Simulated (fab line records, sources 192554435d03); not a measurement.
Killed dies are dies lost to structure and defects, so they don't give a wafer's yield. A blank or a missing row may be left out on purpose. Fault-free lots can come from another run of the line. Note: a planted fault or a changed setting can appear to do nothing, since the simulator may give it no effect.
Matching of chambers ; flow n5Finfet ; 4 sister chambers for N5_BEOL_M7_STRIP_36 on rieDiel-06
The step strips in N2/H2. 8 wafers are shown with their chamber, then 10 later ones without.

WAFERS WITH THEIR CHAMBER
wafer;chamber;drypumpMotorCurrentA (A);throttleValvePct (%)
L077.1;3;6.8;23.8
L085.5;0;6.1;23.7
L085.6;1;5.9;23.4
L087.2;1;6.0;23.4
L087.3;3;6.8;23.5
L087.5;2;4.9;23.8
L088.2;2;4.9;23.8
L088.4;0;6.1;23.7

WAFERS MISSING THEIR CHAMBER
wafer;drypumpMotorCurrentA (A);throttleValvePct (%)
L088.6;6.8;23.5
L091.1;6.1;23.7
L091.5;6.0;23.4
L091.6;6.1;23.7
L093.1;6.0;23.4
L093.2;6.1;23.7
L093.5;6.0;23.4
L096.2;6.8;23.5
L096.3;5.9;23.4
L096.6;6.1;23.7

WHICH CHAMBER EACH ONE RAN IN
wafer;from the rows above;in truth
L088.6;3;3
L091.1;0;0
L091.5;1;1
L091.6;0;0
L093.1;1;1
L093.2;0;0
L093.5;1;1
L096.2;3;3
L096.3;1;1
L096.6;0;0
Correct placement for 10 of the 10. Can't be placed from these rows: 0. Number placed wrongly: 0.
How it was worked out, from the rows above alone: a wafer's distance from a chamber is the root of the sum, over the readings, of the square of ((its reading less the chamber's mean) divided by the reading's scatter). The wafer belongs to the nearest chamber; if the next one is less than 2 further off, it can't be placed. A chamber's mean is the mean of its shown wafers. The scatter: take each reading less its chamber's mean, square it, sum over the shown wafers, divide by the number of wafers less the number of chambers, and take the root.
